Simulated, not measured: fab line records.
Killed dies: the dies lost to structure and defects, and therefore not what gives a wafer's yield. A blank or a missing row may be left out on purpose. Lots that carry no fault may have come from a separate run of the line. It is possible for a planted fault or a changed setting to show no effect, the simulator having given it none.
fab line records    flow n5-finfet
record lots=6  wafers=18  last-day=17
route steps=1938 shown BEOL_M0_SAQP@676
lots that met no fault: taken from a fault-free run of the same line
start-h: the number of hours between the record's first day and the start of the first shown wafer of the lot    wait-h: time in hours since the lot's previous step    " same as the row above    L1.1+2: a row that stands for several wafers    - no value present, or no start provided    * or withheld: withheld    < > ~ a bound
route shown NAME@n: a module of which the file shows steps, and the number in the route of the first    usual: mean and standard deviation over wafers with no fault    same: alike in all rows    chamber/n: place in a boat    sites: the reading at each site    _std_site: the values' standard deviation    _edge_site: mean of outer sites minus mean of inner sites    radius-mm: for every site, how far away it sits from the centre of the wafer    mask NAME#n: copy n    behind: the most recent tool/chamber to have shaped the wafer    hold: why the lot was held/for how many hours/how that ended    device: the n, p or np transistor that did not switch    end of line: tests run on the same wafers once the route is complete    for a step that has no rows: nothing shown but its recipe    killed: count of dies lost to structure and defects at first sort (not the wafer's yield)    map: a wafer's dies, x killed, . not, _ none there
set.NAME: the setting as run; set.NAME@STEP: as run at that earlier step    model.NAME: the simulator's own value behind a step, which no gauge read
lots at some steps of the route; a table a step, a row a wafer
services: the hour from which a tool's chamber was out of use, counted from the record's first day as start-h (under 0 if before that day), plus the number of hours and why
## steps
# step N5_BEOL_M0_SAQP_SPACER2_ALD_26
# recipe material=SiO2  target-thk-a=150  temp-c=300  ald-precursor-family=BDEAS  ald-co-reactant=O2-plasma  pulse-time-s=1  purge-time-s=2  co-reactant-purge-time-s=2  pressure-torr=2
# usual heater-power-outer-w=276/32  heater-power-w=481/50  precursor-pulse-height-rel=1.002/0.021
lot.wafer  tool        chamber  start-h  wait-h  heater-power-outer-w  heater-power-w  precursor-pulse-height-rel  since-wet-clean-h
L347.2     ald-sin-01  2        128.82   0.1     216                   384             1.031                       121
L347.3     "           3        "        "       268                   452             1.023                       121
L347.5     "           3        "        "       261                   450             0.978                       -
L352.1     ald-sin-01  3        177.19   4.3     270                   435             1.011                       169
L352.2     "           0        "        "       320                   592             1.038                       169
L352.6     "           3        "        "       265                   443             1.013                       -
L355.1     ald-sin-02  0        188.10   0.3     299                   527             1.006                       284
L355.3     "           2        "        "       286                   485             1.005                       284
L355.6     "           1        "        "       285                   479             0.990                       -
L356.1     ald-sin-03  3        191.49   0.3     242                   428             1.004                       92
L356.3     "           0        "        "       213                   436             0.995                       92
L356.5     "           3        "        "       257                   429             1.026                       -
L363.3     ald-sin-03  3        233.54   0.1     253                   446             0.988                       134
L363.4     "           2        "        "       264                   483             1.015                       134
L363.6     "           1        "        "       315                   481             1.010                       -
L365.1     ald-sin-02  3        241.44   0.1     319                   540             1.019                       337
L365.3     "           2        "        "       283                   477             1.004                       337
L365.5     "           1        "        "       288                   496             1.022                       -
# step N5_BEOL_M0_SAQP_SPACER2_ETCHBACK_27
# recipe chemistry=CHF3/O2  mode=anisotropic-etchback  target=SiO2  target-depth-a=225  time-s=11.25  pressure-mtorr=30  source-w=650  bias-w=170  Ar_flow_sccm=200  CHF3_flow_sccm=50  O2_flow_sccm=5  ion-energy-ev=200
# usual chamber-pressure-mTorr=30.000/0.023  drypump-motor-current-A=5.8/0.52  oes-product-au=0.81/0.083  rf-vpp-V=521/3.5  showerhead-plenum-p-Torr=2.42/0.079  throttle-valve-pct=18.88/0.22
lot.wafer  tool         chamber  start-h  wait-h  chamber-pressure-mTorr  drypump-motor-current-A  oes-product-au  rf-hours-counter-h  rf-vpp-V  showerhead-plenum-p-Torr  throttle-valve-pct
L347.2     rie-diel-05  3        129.37   0.3     30.009                  5.7                      0.68            236                 517       2.29                      19.15
L347.3     "            2        "        "       30.022                  5.4                      0.75            160                 528       2.41                      19.23
L347.5     "            0        "        "       29.980                  5.6                      0.70            -                   524       2.37                      18.85
L352.1     rie-diel-05  1        177.76   0.3     29.979                  5.8                      0.75            179                 517       2.50                      19.07
L352.2     "            0        "        "       29.991                  5.6                      1.00            1                   526       2.37                      18.43
L352.6     "            1        "        "       30.001                  5.8                      0.75            -                   519       2.50                      19.07
L355.1     rie-diel-02  3        188.66   0.3     29.993                  6.5                      0.94            10                  524       2.46                      18.55
L355.3     "            1        "        "       30.014                  5.5                      0.74            162                 519       2.49                      18.93
L355.6     "            3        "        "       30.003                  6.5                      0.95            -                   523       2.46                      18.56
L356.1     rie-diel-05  2        192.04   0.3     29.977                  5.4                      0.73            182                 527       2.40                      19.29
L356.3     "            0        "        "       30.027                  5.6                      0.98            5                   525       2.36                      18.44
L356.5     "            0        "        "       30.012                  5.6                      0.96            -                   525       2.36                      18.45
L363.3     rie-diel-02  2        234.09   0.3     30.020                  5.1                      0.80            93                  519       2.34                      18.79
L363.4     "            3        "        "       30.031                  6.6                      0.90            29                  525       2.46                      18.59
L363.6     "            0        "        "       29.981                  5.1                      0.89            -                   516       2.55                      19.12
L365.1     rie-diel-06  2        241.99   0.3     29.988                  6.5                      0.75            170                 524       2.41                      19.05
L365.3     "            3        "        "       30.031                  6.5                      0.82            97                  516       2.33                      18.89
L365.5     "            2        "        "       30.036                  6.5                      0.75            -                   524       2.41                      19.06
# step N5_BEOL_M0_SAQP_MANDREL2_REMOVE_110
# recipe chemistry=HBr/Cl2/O2  bt-time-s=10  target=a-Si  stop-on=SiCN  endpoint=OES-SiCl  over-etch-frac=1  icp-w=600  bias-w=30  HBr_flow_sccm=150  Cl2_flow_sccm=80  O2_flow_sccm=5  pressure-mtorr=10
# usual chamber-pressure-mTorr=10.001/0.0095  drypump-motor-current-A=5.8/0.31  oes-product-au=0.998/0.021  throttle-valve-pct=36.77/0.18
lot.wafer  tool       chamber  start-h  wait-h  chamber-pressure-mTorr  drypump-motor-current-A  oes-product-au  rf-hours-counter-h  throttle-valve-pct
L347.2     rie-si-05  2        129.45   0.1     10.007                  5.5                      0.995           127                 36.55
L347.3     "          1        "        "       10.018                  5.3                      1.038           150                 36.61
L347.5     "          2        "        "       10.010                  5.5                      0.992           -                   36.55
L352.1     rie-si-04  2        177.85   0.1     9.989                   5.3                      1.004           157                 36.78
L352.2     "          1        "        "       10.003                  6.2                      1.008           84                  37.10
L352.6     "          3        "        "       9.990                   6.0                      0.967           -                   36.97
L355.1     rie-si-05  2        188.76   0.1     9.979                   5.5                      1.000           128                 36.55
L355.3     "          1        "        "       9.995                   5.3                      1.042           151                 36.62
L355.6     "          2        "        "       10.005                  5.5                      0.998           -                   36.54
L356.1     rie-si-01  3        192.13   0.1     10.005                  6.0                      0.976           102                 36.54
L356.3     "          2        "        "       9.986                   5.4                      0.971           160                 37.02
L356.5     "          1        "        "       10.004                  6.3                      1.002           -                   36.70
L363.3     rie-si-01  0        234.18   0.1     10.006                  6.0                      0.977           56                  36.69
L363.4     "          3        "        "       9.994                   6.0                      0.970           103                 36.54
L363.6     "          0        "        "       9.996                   6.0                      0.983           -                   36.70
L365.1     rie-si-05  1        242.08   0.1     9.994                   5.3                      1.037           153                 36.61
L365.3     "          2        "        "       10.010                  5.5                      0.990           129                 36.56
L365.5     "          3        "        "       10.003                  5.6                      1.023           -                   36.64
# step N5_BEOL_M0_SAQP_CD_MEAS_29
# recipe target-cd-nm=14.4  landing-energy-ev=1000  detector=se-inlens
# usual cd-nm=15.00/0.21
# same landing-energy-ev=1000
lot.wafer  tool       chamber  start-h  wait-h  cd-nm
L347.2     cd-sem-02  0        129.56   0.1     15.11
L347.3     "          0        "        "       14.97
L347.5     "          0        "        "       15.09
L352.1     cd-sem-01  0        177.96   0.1     14.89
L352.2     "          0        "        "       14.74
L352.6     "          0        "        "       14.94
L355.1     cd-sem-01  0        188.87   0.1     15.07
L355.3     "          0        "        "       14.90
L355.6     "          0        "        "       14.84
L356.1     cd-sem-03  0        192.24   0.1     14.55
L356.3     "          0        "        "       15.19
L356.5     "          0        "        "       14.64
L363.3     cd-sem-03  0        234.29   0.1     15.17
L363.4     "          0        "        "       14.85
L363.6     "          0        "        "       15.19
L365.1     cd-sem-01  0        242.19   0.1     15.18
L365.3     "          0        "        "       14.74
L365.5     "          0        "        "       15.06
# step N5_BEOL_M0_SAQP_COAT_69
# recipe resist=SOC  temp-c=250  time-s=60  spin-rpm=1500  resist-thk-nm=90
# step N5_BEOL_M0_SAQP_COAT_72
# recipe resist=SiARC  temp-c=220  time-s=60  spin-rpm=1500  resist-thk-nm=15
# step N5_BEOL_M0_SAQP_COAT_87
# recipe resist=underlayer  temp-c=205  time-s=60  spin-rpm=1500  resist-thk-nm=5
# step N5_BEOL_M0_SAQP_COAT_34
# recipe resist=CAR-EUV  spin-rpm=1500  resist-thk-nm=30
# step N5_BEOL_M0_SAQP_EBR_36
# recipe solvent=PGMEA  ebr-width-mm=1.5
# step N5_BEOL_M0_SAQP_SOFTBAKE_35
# recipe temp-c=110  time-s=60  resist=CAR-EUV
# step N5_BEOL_M0_SAQP_EXPOSE_37
# recipe mask-id=M0_CUT1  na=0.33  source-shape=annular  sigma-inner=0.35  sigma-outer=0.8  polarization=unpolarized  target-cd-nm=30  dose-mj=44.75
# step N5_BEOL_M0_SAQP_PEB_38
# recipe peb-temp-c=100  peb-time-s=60  resist=CAR-EUV
# step N5_BEOL_M0_SAQP_DEVELOP_39
# recipe develop-time-s=30  developer=TMAH  resist=CAR-EUV  rinse-liquid=surfactant-rinse  dry=air-spin  dev-temp-c=23
# usual chill-plate-temp-C=22.99/0.12  develop-time-s=30/0
lot.wafer  tool            chamber  start-h  wait-h  chill-plate-temp-C  develop-time-s  model.CAR-EUV_of_BEOL_M0_SAQP_COAT_34.thk-nm
L347.2     litho-track-04  0        129.94   -       23.11               30              29.6
L347.3     "               0        "        "       23.20               30              29.4
L347.5     "               0        "        "       23.07               30              29.6
L352.1     litho-track-01  0        178.20   -       23.07               30              29.6
L352.2     "               0        "        "       23.09               30              29.6
L352.6     "               0        "        "       23.11               30              29.6
L355.1     litho-track-01  -        189.24   -       -                   -               30
L355.3     "               -        "        "       -                   -               30
L355.6     "               -        "        "       -                   -               30
L356.1     litho-track-01  -        192.49   -       -                   -               30
L356.3     "               -        "        "       -                   -               30
L356.5     "               -        "        "       -                   -               30
L363.3     litho-track-02  0        234.66   -       23.07               30              29.6
L363.4     "               0        "        "       22.98               30              29.6
L363.6     "               0        "        "       22.96               30              29.6
L365.1     litho-track-02  0        242.43   -       22.78               30              29.6
L365.3     "               0        "        "       22.75               30              29.6
L365.5     "               0        "        "       22.96               30              29.4
# step N5_BEOL_M0_SAQP_CD_MEAS_40
# recipe target-cd-nm=30  landing-energy-ev=500  detector=se-inlens
# usual cd-nm=29.99/0.24
# same landing-energy-ev=500
lot.wafer  tool       chamber  start-h  wait-h  cd-nm
L347.2     cd-sem-02  0        130.00   -       29.87
L347.3     "          0        "        "       29.57
L347.5     "          0        "        "       29.81
L352.1     cd-sem-01  0        178.26   -       30.09
L352.2     "          0        "        "       29.74
L352.6     "          0        "        "       30.15
L355.1     cd-sem-03  0        189.30   -       -
L355.3     "          0        "        "       -
L355.6     "          0        "        "       -
L356.1     cd-sem-01  0        192.54   -       -
L356.3     "          0        "        "       -
L356.5     "          0        "        "       -
L363.3     cd-sem-02  0        234.72   -       30.41
L363.4     "          0        "        "       30.00
L363.6     "          0        "        "       30.05
L365.1     cd-sem-03  0        242.49   -       30.13
L365.3     "          0        "        "       29.68
L365.5     "          0        "        "       30.35
## services
tool         chamber  start-h  hours  kind
rie-diel-06  1        113.05   1.8    repair
rie-diel-02  2        113.09   5.5    repair
ald-sin-03   -        114.28   0.5    repair
rie-diel-02  3        114.85   2.7    repair
ald-sin-03   -        132.48   2.8    pm
rie-diel-05  0        134.07   5.7    repair
ald-sin-02   3        156.59   14.0   repair
ald-sin-01   -        159.36   2.8    pm
rie-diel-05  0        159.98   -      clean
rie-diel-05  0        159.98   -      consumable-replace:focus-ring
rie-diel-05  0        159.98   15.6   scheduled-down
rie-diel-05  0        159.98   15.6   vent-cycle
ald-sin-01   -        163.98   6.0    pm
ald-sin-03   -        166.32   13.6   repair
rie-si-01    2        174.11   15.4   repair
rie-diel-05  3        175.58   -      clean
rie-diel-05  3        175.58   -      consumable-replace:focus-ring
ald-sin-03   -        179.96   6.0    pm
rie-diel-02  2        187.47   42.2   repair
rie-si-01    -        196.32   2.8    pm
rie-diel-05  -        197.43   0.5    repair
ald-sin-02   -        214.88   0.9    repair
rie-si-01    3        228.90   4.3    repair
rie-si-04    1        241.79   3.2    repair
## key
first-sign step=N5_BEOL_M0_SAQP_DEVELOP_39  reading=tool-record  direction=missing
effect none on later readings
model-effect step=N5_BEOL_M0_SAQP_DEVELOP_39  value=CAR-EUV_of_BEOL_M0_SAQP_COAT_34.thk-nm  without=29.57  struck=30
met-at N5_BEOL_M0_SAQP_DEVELOP_39
struck-wafers L355.1,L355.3,L355.6,L356.1,L356.3,L356.5
later-rows-left-out L355.1,L355.3,L355.6,L356.1,L356.3,L356.5
sort-left-out L355.1,L355.3,L355.6,L356.1,L356.3,L356.5
onset-between 178.20 189.24
fault kind=skipped-step-whole  tool=litho-track-01  chamber=-  onset-h=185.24  steps=N5_BEOL_M0_SAQP_DEVELOP_39  scope=struck-lots-only
# sort-left-out: the simulated sort isn't trusted on such a fault, so these wafers' sort isn't shown, and their yield isn't known
# later-rows-left-out: the simulator's readings of these wafers behind a module that went badly wrong aren't trusted and aren't shown, but for the sort
